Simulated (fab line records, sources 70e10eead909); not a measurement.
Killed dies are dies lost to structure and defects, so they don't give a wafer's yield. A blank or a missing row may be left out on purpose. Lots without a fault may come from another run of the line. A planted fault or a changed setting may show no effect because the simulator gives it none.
Which tool did it? | flow nand_harc | 13 lots, 39 wafers sampled, at 5 steps of a route of 1302

WHAT THE GAUGES READ, wafer by wafer
NHARC_END_SORT_01. Usual: killed_at_array 64, standard deviation 18; killed_at_other 0.8, standard deviation 1.1; killed_at_periphery 3.8, standard deviation 2.7; killed_dies 68, standard deviation 18; killed_open 3.3, standard deviation 1.9; killed_short 2.3, standard deviation 1.8.
lot  | measured     | on        | killed_at_array | killed_at_other | killed_at_periphery | killed_dies | killed_open | killed_short | flag
L777 | day 31 14:50 | prober-01 | 119 124 117     | 1 0 0           | 4 5 5               | 124 129 122 | 3 7 6       | 2 1 2        | OFF
L779 | day 32 10:59 | prober-02 | 144 136 126     | 0 0 0           | 1 3 0               | 145 139 126 | 3 3 2       | 2 2 1        | OFF

WHICH TOOL RAN EACH LOT (tool, then ch and the chambers of the sampled wafers, then the start)
lot  | NHARC_A_CONTACT_ETCH_129             | NHARC_A_CONTACT_STRIP_103          | NHARC_A_CONTACT_ETCH_135             | NHARC_A_CONTACT_ETCH_98
L764 | har_cap_etch-01 ch 0,1, day 22 15:41 | rie_diel-08 ch 0,2,3, day 22 17:29 | har_cap_etch-03 ch 0,1, day 22 23:31 | rie_diel-08 ch 0,2,3, day 23 01:28
L762 | har_cap_etch-03 ch 0,1, day 22 17:05 | rie_diel-03 ch 0,1,3, day 22 18:55 | har_cap_etch-02 ch 0,1, day 23 00:21 | rie_diel-08 ch 0,2, day 23 02:44
L763 | har_cap_etch-01 ch 0,1, day 22 19:43 | rie_diel-08 ch 2,3, day 22 21:30   | har_cap_etch-03 ch 0,1, day 23 04:23 | rie_diel-08 ch 2,3, day 23 06:14
L765 | har_cap_etch-01 ch 0,1, day 23 03:46 | rie_diel-08 ch 0,2,3, day 23 05:36 | har_cap_etch-02 ch 0,1, day 23 11:28 | rie_diel-08 ch 0,2,3, day 23 13:16
L768 | har_cap_etch-03 ch 0,1, day 25 05:31 | rie_diel-02 ch 0,2, day 25 07:15   | har_cap_etch-03 ch 0,1, day 25 14:11 | rie_diel-08 ch 0,1,3, no start
L769 | har_cap_etch-03 ch 0,1, day 25 23:50 | rie_diel-08 ch 1,3, day 26 01:49   | har_cap_etch-02 ch 0,1, day 26 09:13 | rie_diel-08 ch 0,2,3, no start
L770 | har_cap_etch-02 ch 0,1, day 26 03:04 | rie_diel-02 ch 0,1,2, day 26 04:55 | har_cap_etch-01 ch 0,1, day 26 15:08 | rie_diel-08 ch 0,2,3, no start
L777 | har_cap_etch-01 ch 0,1, day 28 08:38 | rie_diel-02 ch 0,1,2, day 28 10:23 | har_cap_etch-01 ch 0,1, day 28 19:12 | rie_diel-03 ch 0,2,3, day 31 14:50 or earlier
L779 | har_cap_etch-01 ch 0,1, day 29 02:05 | rie_diel-02 ch 0,1,2, day 29 03:52 | har_cap_etch-01 ch 0,1, day 29 18:47 | rie_diel-08 ch 1,2,3, day 32 10:59 or earlier
L780 | har_cap_etch-01 ch 0,1, day 29 23:30 | rie_diel-03 ch 0,1,2, day 30 01:17 | har_cap_etch-02 ch 0,1, day 30 06:09 | rie_diel-02 ch 1,2,3, no start
L782 | har_cap_etch-03 ch 0,1, day 30 13:46 | rie_diel-08 ch 0,1,2, day 30 15:33 | har_cap_etch-03 ch 0,1, day 30 21:33 | rie_diel-02 ch 1,2, day 30 23:22
L781 | har_cap_etch-02 ch 0,1, day 30 23:32 | rie_diel-08 ch 0,1,2, day 31 01:18 | har_cap_etch-02 ch 0,1, day 31 07:29 | rie_diel-03 ch 0,1,2, no start
L785 | har_cap_etch-03 ch 0,1, day 32 06:12 | rie_diel-08 ch 0,1,2, day 32 07:58 | har_cap_etch-03 ch 0,1, day 32 12:52 | rie_diel-03 ch 0,2,3, no start
- NHARC_A_CONTACT_ETCH_129: etches the open film in C4F8/O2/Ar, time 197 s, target depth 1918 nm.
- NHARC_A_CONTACT_STRIP_103: strips in N2/H2.
- NHARC_A_CONTACT_ETCH_135: etches the open film in C4F8/O2/Ar, time 311 s, target depth 1912 nm.
- NHARC_A_CONTACT_ETCH_98: etches the open film in C4F6/O2, target depth 20 nm, time 10 s.

WHAT THE TOOLS THEMSELVES READ (means of the sampled wafers that have a number; where no wafer has one, the mark that the record gives instead)
NHARC_A_CONTACT_ETCH_98. Usual: c4f6_flow_sccm 25.00 sccm, standard deviation 0.074; drypump_motor_current_A 5.7 A, standard deviation 0.42; mfc_ar_sccm 500.2 sccm, standard deviation 1.5; oes_product_au 0.959 a.u., standard deviation 0.021; rf_vpp_V 545.7 V, standard deviation 2.3; showerhead_plenum_p_Torr 3.87 Torr, standard deviation 0.11; throttle_valve_pct 26.904 %, standard deviation 0.01.
lot  | tool        | c4f6_flow_sccm (sccm) | drypump_motor_current_A (A) | mfc_ar_sccm (sccm) | oes_product_au (a.u.) | rf_vpp_V (V) | showerhead_plenum_p_Torr (Torr) | throttle_valve_pct (%) | flag
L764 | rie_diel-08 | 24.98                 | 6.0                         | 498.4              | 0.973                 | 544.7        | 3.82                            | 26.900                 |
L762 | rie_diel-08 | 24.96                 | 6.0                         | 499.9              | 0.978                 | 544.4        | 3.84                            | 26.909                 |
L763 | rie_diel-08 | 24.97                 | 6.1                         | 500.8              | 0.973                 | 544.7        | 3.83                            | 26.894                 |
L765 | rie_diel-08 | 25.04                 | 6.0                         | 499.6              | 0.965                 | 544.5        | 3.82                            | 26.910                 |
L768 | rie_diel-08 | 25.01                 | 6.0                         | 502.3              | 0.972                 | 545.2        | 3.80                            | 26.904                 |
L769 | rie_diel-08 | 25.01                 | 6.0                         | 500.3              | 0.938                 | 545.6        | 3.81                            | 26.895                 |
L770 | rie_diel-08 | 24.94                 | 6.0                         | 499.3              | 0.990                 | 544.2        | 3.81                            | 26.910                 |
L777 | rie_diel-03 | 24.96                 | 5.6                         | 499.2              | 0.931                 | 546.0        | 3.86                            | 26.902                 |
L779 | rie_diel-08 | 25.03                 | 6.0                         | 500.0              | 0.949                 | 544.5        | 3.80                            | 26.909                 |
L780 | rie_diel-02 | 25.01                 | 5.5                         | 499.7              | 0.949                 | 546.8        | 3.92                            | 26.910                 |
L782 | rie_diel-02 | 25.00                 | 5.4                         | 501.4              | 0.941                 | 546.8        | 3.94                            | 26.903                 |
L781 | rie_diel-03 | 24.92                 | 5.8                         | 499.4              | 0.939                 | 547.5        | 3.98                            | 26.902                 |
L785 | rie_diel-03 | 24.94                 | 5.6                         | 500.7              | 0.940                 | 545.7        | 3.84                            | 26.906                 |

THE ANSWER, worked out from the rows above alone
Rule: a lot is off if the mean of its wafers that have a number lies more than 3 standard deviations from the usual mean. A lot without any number at a reading at which 4 lots or more have one is off too. The other lots that the step has rows for count as sound. The gauges are gone through in route order, then the tools' own readings, and for those a lot's mean is taken as printed above. The first step at which some lot is off is used, and at that step the reading that is off furthest; a lot without a number counts as furthest.
Off: L777, L779, at NHARC_END_SORT_01 (killed_at_array). Neither off nor sound, because the step has no rows for them: L764, L762, L763, L765, L768, L769, L770, L780, L782, L781, L785.
A tool fits if, at a process step before that reading, it ran every lot that is off, and no sound lot after the first of them. The gauges at NHARC_END_SORT_01 are tried like those tools. NHARC_A_CONTACT_ETCH_98 gives no start for some lots, so the hours and the order of its lots are those of NHARC_END_SORT_01. Can't be told from this: 2 tools fit, har_cap_etch-01 at NHARC_A_CONTACT_ETCH_129 and NHARC_A_CONTACT_ETCH_135, rie_diel-02 at NHARC_A_CONTACT_STRIP_103.

WHAT THE SIMULATOR HAD PUT IN
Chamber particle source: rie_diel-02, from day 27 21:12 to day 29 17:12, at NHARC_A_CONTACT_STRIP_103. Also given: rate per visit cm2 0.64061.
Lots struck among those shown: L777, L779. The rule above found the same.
